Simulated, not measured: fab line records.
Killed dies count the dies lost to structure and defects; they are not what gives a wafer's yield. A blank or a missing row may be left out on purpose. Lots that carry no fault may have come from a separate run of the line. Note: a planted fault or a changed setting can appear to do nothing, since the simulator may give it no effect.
Split-lot trial / flow n5Finfet / 21 wafers read from 7 lots, route of 1938 steps

## ON THE SPLIT
At N5_BEOL_M0_SAQP_HM_DEP_02 (deposits TiN, target thk 12 nm), the setting targetThkA was moved away from the recipe's 120 angstrom on 9 of the 21 wafers read, by -9.5% to +13.3%. The other wafers ran this setting at the recipe's value.

The split's own step is where the reading is taken.

## THE READING
TiN_of_BEOL_M0_SAQP_HM_DEP_02.thkNm (the simulator's own value, which no gauge read), in nm, at N5_BEOL_M0_SAQP_HM_DEP_02 (deposits TiN, target thk 12 nm). No usual value for it is given in the file. Here, 12 wafers ran the recipe; their average is 12.0 nm with a standard deviation of 0.15 nm.

wafer=L075.3; tool, chamber at the split=pvdSputter-03, -; targetThkA as run, angstrom=108.6; against the recipe=-9.5%; TiN_of_BEOL_M0_SAQP_HM_DEP_02.thkNm, nm=10.6; against lot-mates on the recipe=-1.2
wafer=L075.4; tool, chamber at the split=pvdSputter-03, -; targetThkA as run, angstrom=120; against the recipe=recipe; TiN_of_BEOL_M0_SAQP_HM_DEP_02.thkNm, nm=11.8; against lot-mates on the recipe=-
wafer=L075.6; tool, chamber at the split=pvdSputter-03, -; targetThkA as run, angstrom=108.6; against the recipe=-9.5%; TiN_of_BEOL_M0_SAQP_HM_DEP_02.thkNm, nm=10.8; against lot-mates on the recipe=-1.0
wafer=L076.3; tool, chamber at the split=pvdSputter-03, -; targetThkA as run, angstrom=136; against the recipe=+13.3%; TiN_of_BEOL_M0_SAQP_HM_DEP_02.thkNm, nm=13.4; against lot-mates on the recipe=+1.6
wafer=L076.6; tool, chamber at the split=pvdSputter-03, -; targetThkA as run, angstrom=136; against the recipe=+13.3%; TiN_of_BEOL_M0_SAQP_HM_DEP_02.thkNm, nm=13.4; against lot-mates on the recipe=+1.6
wafer=L076.5; tool, chamber at the split=pvdSputter-03, -; targetThkA as run, angstrom=120; against the recipe=recipe; TiN_of_BEOL_M0_SAQP_HM_DEP_02.thkNm, nm=11.8; against lot-mates on the recipe=-
wafer=L080.1; tool, chamber at the split=pvdSputter-03, -; targetThkA as run, angstrom=120; against the recipe=recipe; TiN_of_BEOL_M0_SAQP_HM_DEP_02.thkNm, nm=12; against lot-mates on the recipe=-
wafer=L080.3; tool, chamber at the split=pvdSputter-03, -; targetThkA as run, angstrom=120; against the recipe=recipe; TiN_of_BEOL_M0_SAQP_HM_DEP_02.thkNm, nm=12; against lot-mates on the recipe=-
wafer=L080.2; tool, chamber at the split=pvdSputter-03, -; targetThkA as run, angstrom=129.6; against the recipe=+8.0%; TiN_of_BEOL_M0_SAQP_HM_DEP_02.thkNm, nm=13; against lot-mates on the recipe=+1.0
wafer=L081.1; tool, chamber at the split=pvdSputter-01, -; targetThkA as run, angstrom=120; against the recipe=recipe; TiN_of_BEOL_M0_SAQP_HM_DEP_02.thkNm, nm=12; against lot-mates on the recipe=-
wafer=L081.2; tool, chamber at the split=pvdSputter-01, -; targetThkA as run, angstrom=120; against the recipe=recipe; TiN_of_BEOL_M0_SAQP_HM_DEP_02.thkNm, nm=12; against lot-mates on the recipe=-
wafer=L081.4; tool, chamber at the split=pvdSputter-01, -; targetThkA as run, angstrom=120; against the recipe=recipe; TiN_of_BEOL_M0_SAQP_HM_DEP_02.thkNm, nm=12.2; against lot-mates on the recipe=-
wafer=L083.2; tool, chamber at the split=pvdSputter-01, -; targetThkA as run, angstrom=130.2; against the recipe=+8.5%; TiN_of_BEOL_M0_SAQP_HM_DEP_02.thkNm, nm=13.2; against lot-mates on the recipe=no lot-mate on the recipe
wafer=L083.5; tool, chamber at the split=pvdSputter-01, -; targetThkA as run, angstrom=130.2; against the recipe=+8.5%; TiN_of_BEOL_M0_SAQP_HM_DEP_02.thkNm, nm=13.2; against lot-mates on the recipe=no lot-mate on the recipe
wafer=L083.6; tool, chamber at the split=pvdSputter-01, -; targetThkA as run, angstrom=130.2; against the recipe=+8.5%; TiN_of_BEOL_M0_SAQP_HM_DEP_02.thkNm, nm=13.2; against lot-mates on the recipe=no lot-mate on the recipe
wafer=L085.4; tool, chamber at the split=pvdSputter-01, -; targetThkA as run, angstrom=128.5; against the recipe=+7.1%; TiN_of_BEOL_M0_SAQP_HM_DEP_02.thkNm, nm=12.8; against lot-mates on the recipe=+0.9
wafer=L085.5; tool, chamber at the split=pvdSputter-01, -; targetThkA as run, angstrom=120; against the recipe=recipe; TiN_of_BEOL_M0_SAQP_HM_DEP_02.thkNm, nm=12; against lot-mates on the recipe=-
wafer=L085.6; tool, chamber at the split=pvdSputter-01, -; targetThkA as run, angstrom=120; against the recipe=recipe; TiN_of_BEOL_M0_SAQP_HM_DEP_02.thkNm, nm=11.8; against lot-mates on the recipe=-
wafer=L092.2; tool, chamber at the split=pvdSputter-02, -; targetThkA as run, angstrom=120; against the recipe=recipe; TiN_of_BEOL_M0_SAQP_HM_DEP_02.thkNm, nm=12.2; against lot-mates on the recipe=-
wafer=L092.5; tool, chamber at the split=pvdSputter-02, -; targetThkA as run, angstrom=120; against the recipe=recipe; TiN_of_BEOL_M0_SAQP_HM_DEP_02.thkNm, nm=12.2; against lot-mates on the recipe=-
wafer=L092.6; tool, chamber at the split=pvdSputter-02, -; targetThkA as run, angstrom=120; against the recipe=recipe; TiN_of_BEOL_M0_SAQP_HM_DEP_02.thkNm, nm=12.2; against lot-mates on the recipe=-

THE FIT
A straight line over all 21 wafers: TiN_of_BEOL_M0_SAQP_HM_DEP_02.thkNm changes by +0.123 nm for each +1% of targetThkA; r = +0.98; the points scatter about the line by 0.17 nm.
The same after taking each lot's own level away (the mean of its wafers on the recipe; 18 wafers): +0.12 nm for each +1%; r = +1.00; scatter 0.067 nm.
The reading moves by 1.6 nm for the largest change in targetThkA, on that fit.
Across the lots, their own levels run from 11.80 to 12.20 nm, a range of 2.6 times the standard deviation given above.
The two slopes agree, so the slope changes little with the lot-to-lot level.
Check: +1.61 nm against its lot-mates is what the line predicts for one of the wafers moved furthest among these (+13.3%) when that wafer is left out of the fit. It came out at +1.6 nm against them.

## THESE WAFERS: OTHER SPLITS
Before the reading, these wafers also passed through other splits. Each is held against what the fit with the lots' levels taken away leaves over:
other split on the same wafers=N5_SD_EPI_N_EPI_21 epiGrowthTimeS; wafers away from the commonest value=9; r with TiN_of_BEOL_M0_SAQP_HM_DEP_02.thkNm (lot level and that fit taken away)=-0.09
other split on the same wafers=N5_SD_EPI_P_COAT_34 spinRpm; wafers away from the commonest value=7; r with TiN_of_BEOL_M0_SAQP_HM_DEP_02.thkNm (lot level and that fit taken away)=+0.21
other split on the same wafers=N5_SDB_ALD_29 aldCycles; wafers away from the commonest value=8; r with TiN_of_BEOL_M0_SAQP_HM_DEP_02.thkNm (lot level and that fit taken away)=-0.07
other split on the same wafers=N5_HKMG_FIN_ETCH_32 biasW; wafers away from the commonest value=9; r with TiN_of_BEOL_M0_SAQP_HM_DEP_02.thkNm (lot level and that fit taken away)=+0.04
other split on the same wafers=N5_GATE_CUT_ALD_22 aldCycles; wafers away from the commonest value=11; r with TiN_of_BEOL_M0_SAQP_HM_DEP_02.thkNm (lot level and that fit taken away)=+0.03
other split on the same wafers=N5_MOL_CONTACT_COAG_ETCH_91 timeS; wafers away from the commonest value=7; r with TiN_of_BEOL_M0_SAQP_HM_DEP_02.thkNm (lot level and that fit taken away)=+0.01

## THE FILE'S OWN FIT
TiN_of_BEOL_M0_SAQP_HM_DEP_02.thkNm changes by +0.121 nm for each +1% of targetThkA, r = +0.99.
